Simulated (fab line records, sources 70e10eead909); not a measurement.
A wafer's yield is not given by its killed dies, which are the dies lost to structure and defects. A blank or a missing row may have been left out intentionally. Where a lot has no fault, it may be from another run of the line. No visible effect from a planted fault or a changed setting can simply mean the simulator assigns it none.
Matching of chambers | flow nandHarc | NHARC_A_BLC_CMP_25 on cmp-04 has 4 sister chambers
The step polishes, t overpolish 30 s, target thk 150 nm. 8 wafers are shown with their chamber, then 8 later ones without.

WAFERS, EACH WITH ITS CHAMBER
wafer  | chamber | motorCurrentA (A) | timeToEndpointS (s)
L074.2 | 3       | 12.5              | 30
L076.5 | 1       | 13.1              | 31
L077.5 | 1       | 12.9              | 29
L077.6 | 0       | 12.5              | 34
L082.2 | 3       | 11.0              | 26
L082.3 | 2       | 13.5              | 29
L082.6 | 0       | 13.0              | 32
L089.1 | 2       | 14.1              | 35

WAFERS WITH NO CHAMBER GIVEN
wafer  | motorCurrentA (A) | timeToEndpointS (s)
L089.2 | 13.2              | 36
L089.4 | 12.9              | 34
L091.2 | 13.1              | 31
L091.3 | 12.4              | 30
L091.5 | 12.5              | 32
L097.3 | 13.6              | 34
L097.5 | 13.4              | 30
L097.6 | 12.7              | 34

CHAMBER TAKEN BY EACH
wafer  | from the rows above               | in truth
L089.2 | can't be placed: 0 or 2 or 1      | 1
L089.4 | can't be placed: 0 or 1 or 2      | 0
L091.2 | can't be placed: 1 or 0 or 2      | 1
L091.3 | can't be placed: 1 or 0 or 3 or 2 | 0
L091.5 | can't be placed: 0 or 1 or 3 or 2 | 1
L097.3 | can't be placed: 2 or 0 or 1      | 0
L097.5 | can't be placed: 1 or 2 or 0      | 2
L097.6 | can't be placed: 0 or 1 or 2      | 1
Correctly placed: 0 of 8. These rows do not allow placing 8 (true chamber among the candidates in 8). Placed wrongly: 0.
How it was worked out, from the rows above alone: a wafer's distance from a chamber is the root of the sum, over the readings, of the square of ((its reading less the chamber's mean) divided by the reading's scatter). The wafer belongs to the nearest chamber; if the next one is less than 2 further off, it can't be placed. A chamber's mean is the mean of its shown wafers. The scatter: the root of (the sum of the squares of (reading less its chamber's mean) over the shown wafers, divided by (wafers less chambers)).
